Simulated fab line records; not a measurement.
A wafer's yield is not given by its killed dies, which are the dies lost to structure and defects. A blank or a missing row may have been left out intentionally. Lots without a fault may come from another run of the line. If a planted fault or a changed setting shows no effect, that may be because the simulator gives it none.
Split-lot trial | flow n5 finfet | 39 wafers read across 7 lots, on a route 1938 steps long

== ABOUT THE SPLIT ==
At N5_BEOL_M7_DEP_56 (deposits SiCN from 3MS/NH3, target thk 10 nm, time 17.5 s), the setting time s was moved away from the recipe's 17.5 s on 18 of the 39 wafers read, by -19.4% to +59.4%. All remaining wafers had this setting at the recipe value.

Reading taken at the split's own step.

== THE READING ==
SiCN_of_BEOL_M7_DEP_56.thk nm (the simulator's own value, which no gauge read), in nm, at N5_BEOL_M7_DEP_56 (deposits SiCN from 3MS/NH3, target thk 10 nm, time 17.5 s). There is no usual value for it anywhere in the file. Here, 21 wafers ran the recipe; their average is 9.9 nm with a standard deviation of 0.23 nm.

wafer  | tool, chamber at the split | time s as run, s | against the recipe | SiCN_of_BEOL_M7_DEP_56.thk nm, nm | against lot-mates on the recipe
L077.1 | pecvd-01, 0,1              | 17.5             | recipe             | 10                                | -
L077.2 | pecvd-01, 0,1              | 17.5             | recipe             | 10                                | -
L077.3 | pecvd-01, 2                | 27.36            | +56.3%             | 15.2                              | +5.1
L077.4 | pecvd-01, 2                | 27.36            | +56.3%             | 15.2                              | +5.1
L077.5 | pecvd-01, 1                | 27.36            | +56.3%             | 15.6                              | +5.5
L077.6 | pecvd-01, 0                | 17.5             | recipe             | 10.2                              | -
L080.1 | pecvd-01, 1                | 27.72            | +58.4%             | 15.4                              | +5.4
L080.2 | pecvd-01, 0                | 27.72            | +58.4%             | 15.6                              | +5.6
L080.3 | pecvd-01, 2                | 17.5             | recipe             | 9.6                               | -
L080.4 | pecvd-01, 1,0              | 17.5             | recipe             | 10.2                              | -
L080.6 | pecvd-01, 1,0              | 17.5             | recipe             | 10.2                              | -
L080.5 | pecvd-01, 2                | 27.72            | +58.4%             | 15.8                              | +5.8
L086.1 | pecvd-01, 0                | 21.97            | +25.5%             | 12.4                              | +2.5
L086.2 | pecvd-01, 1                | 17.5             | recipe             | 10                                | -
L086.3 | pecvd-01, 2                | 21.97            | +25.5%             | 12                                | +2.1
L086.4 | pecvd-01, 1                | 21.97            | +25.5%             | 12.8                              | +2.9
L086.5 | pecvd-01, 0                | 17.5             | recipe             | 10.2                              | -
L086.6 | pecvd-01, 2                | 17.5             | recipe             | 9.6                               | -
L087.1 | pecvd-04, 2                | 17.5             | recipe             | 9.8                               | -
L087.3 | pecvd-04, 1                | 17.5             | recipe             | 10                                | -
L087.4 | pecvd-04, 1                | 17.5             | recipe             | 10.2                              | -
L089.1 | pecvd-04, 2                | 17.5             | recipe             | 10                                | -
L089.2 | pecvd-04, 0,2              | 26.82            | +53.3%             | 15.2                              | +5.1
L089.6 | pecvd-04, 0,2              | 26.82            | +53.3%             | 15.2                              | +5.1
L089.3 | pecvd-04, 1,0              | 17.5             | recipe             | 10.2                              | -
L089.5 | pecvd-04, 1,0              | 17.5             | recipe             | 10.2                              | -
L089.4 | pecvd-04, 1                | 26.82            | +53.3%             | 15.6                              | +5.5
L097.1 | pecvd-02, 1,2              | 17.5             | recipe             | 9.6                               | -
L097.2 | pecvd-02, 1,2              | 17.5             | recipe             | 9.6                               | -
L097.3 | pecvd-02, 1                | 27.89            | +59.4%             | 15.6                              | +5.9
L097.6 | pecvd-02, 1                | 27.89            | +59.4%             | 15.6                              | +5.9
L097.4 | pecvd-02, 2                | 17.5             | recipe             | 9.8                               | -
L097.5 | pecvd-02, 2                | 27.89            | +59.4%             | 15.4                              | +5.7
L096.1 | pecvd-02, 0,2              | 14.1             | -19.4%             | 7.6                               | -2.1
L096.6 | pecvd-02, 0,2              | 14.1             | -19.4%             | 7.6                               | -2.1
L096.2 | pecvd-02, 2,1              | 17.5             | recipe             | 9.8                               | -
L096.5 | pecvd-02, 2,1              | 17.5             | recipe             | 9.8                               | -
L096.3 | pecvd-02, 1                | 17.5             | recipe             | 9.6                               | -
L096.4 | pecvd-02, 0                | 14.1             | -19.4%             | 7.8                               | -1.9
If several chambers appear in one row, that row covers several wafers at once and the file leaves open which wafer was in which chamber.

THE FIT
A straight line over all 39 wafers: SiCN_of_BEOL_M7_DEP_56.thk nm changes by +0.0984 nm for each +1% of time s; r = +1.00; the points scatter about the line by 0.26 nm.
The same after taking each lot's own level away (the mean of its wafers on the recipe; 39 wafers): +0.0972 nm for each +1%; r = +1.00; scatter 0.2 nm.
That fit puts the effect of the largest move of time s on the reading at 5.8 nm.
The lots' own levels span 9.67 to 10.13 nm, that is 2.0 times the standard deviation above.
So the lot-to-lot level changes the slope little: the two slopes agree.
Check: for one of the wafers moved furthest among these (+59.4%), held out of the fit, the line's prediction against its lot-mates is +5.73 nm. Against them it came out at +5.93 nm.

== OTHER SPLITS APPLIED TO THESE WAFERS ==
These wafers also went through other splits before the reading. Each is held against what the fit with the lots' levels taken away leaves over:
other split on the same wafers           | wafers away from the commonest value | r with SiCN_of_BEOL_M7_DEP_56.thk nm (lot level and that fit taken away)
N5_BEOL_M6_TRENCH_ETCH_37 target depth a | 9                                    | +0.13

== THE FILE'S OWN FIT ==
SiCN_of_BEOL_M7_DEP_56.thk nm changes by +0.0967 nm for each +1% of time s, r = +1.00.
